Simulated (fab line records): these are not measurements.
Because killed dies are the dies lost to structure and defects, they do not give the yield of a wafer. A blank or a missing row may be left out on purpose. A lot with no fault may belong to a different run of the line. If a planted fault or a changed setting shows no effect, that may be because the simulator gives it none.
Chamber matching || flow n5 finfet || N5_MOL_CONTACT_COAG_ETCH_110 on rie diel-01: 4 sister chambers
The step etches Si in CF4/O2, target depth 2.5 nm, time 8 s. 4 wafers are shown with their chamber, then 7 later ones without.

== WAFERS WITH THEIR CHAMBER ==
{"wafer": "L082.3", "chamber": 3, "showerhead plenum p Torr (Torr)": 2.28}
{"wafer": "L093.1", "chamber": 0, "showerhead plenum p Torr (Torr)": 2.31}
{"wafer": "L093.4", "chamber": 2, "showerhead plenum p Torr (Torr)": 2.35}
{"wafer": "L093.5", "chamber": 1, "showerhead plenum p Torr (Torr)": 2.12}

== WAFERS WITH NO CHAMBER GIVEN ==
{"wafer": "L093.6", "showerhead plenum p Torr (Torr)": 2.31}
{"wafer": "L095.2", "showerhead plenum p Torr (Torr)": 2.31}
{"wafer": "L095.4", "showerhead plenum p Torr (Torr)": 2.31}
{"wafer": "L095.6", "showerhead plenum p Torr (Torr)": 2.27}
{"wafer": "L097.1", "showerhead plenum p Torr (Torr)": 2.38}
{"wafer": "L097.2", "showerhead plenum p Torr (Torr)": 2.34}
{"wafer": "L097.3", "showerhead plenum p Torr (Torr)": 2.27}

== WHICH CHAMBER EACH ONE RAN IN ==
{"wafer": "L093.6", "from the rows above": 0, "in truth": 0}
{"wafer": "L095.2", "from the rows above": 0, "in truth": 0}
{"wafer": "L095.4", "from the rows above": 0, "in truth": 0}
{"wafer": "L095.6", "from the rows above": 3, "in truth": 3}
{"wafer": "L097.1", "from the rows above": 2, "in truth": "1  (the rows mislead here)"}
{"wafer": "L097.2", "from the rows above": "can't be placed: 2 or 0", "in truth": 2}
{"wafer": "L097.3", "from the rows above": 3, "in truth": 3}
5 of 7 placed correctly. From these rows, 1 cannot be placed; in 1 the true chamber is one of the candidates. Placed wrongly: 1.
How it was worked out, from the rows above alone: a wafer's distance from a chamber is the root of the sum, over the readings, of the square of ((its reading less the chamber's mean) divided by the reading's scatter). If the next closest chamber is less than 2 further off than the closest, the wafer can't be placed; otherwise it belongs to the closest. A chamber's mean is the mean of its shown wafers. The scatter: root of mean squared gap, hidden wafer to nearest shown wafer, with one shown wafer a chamber.
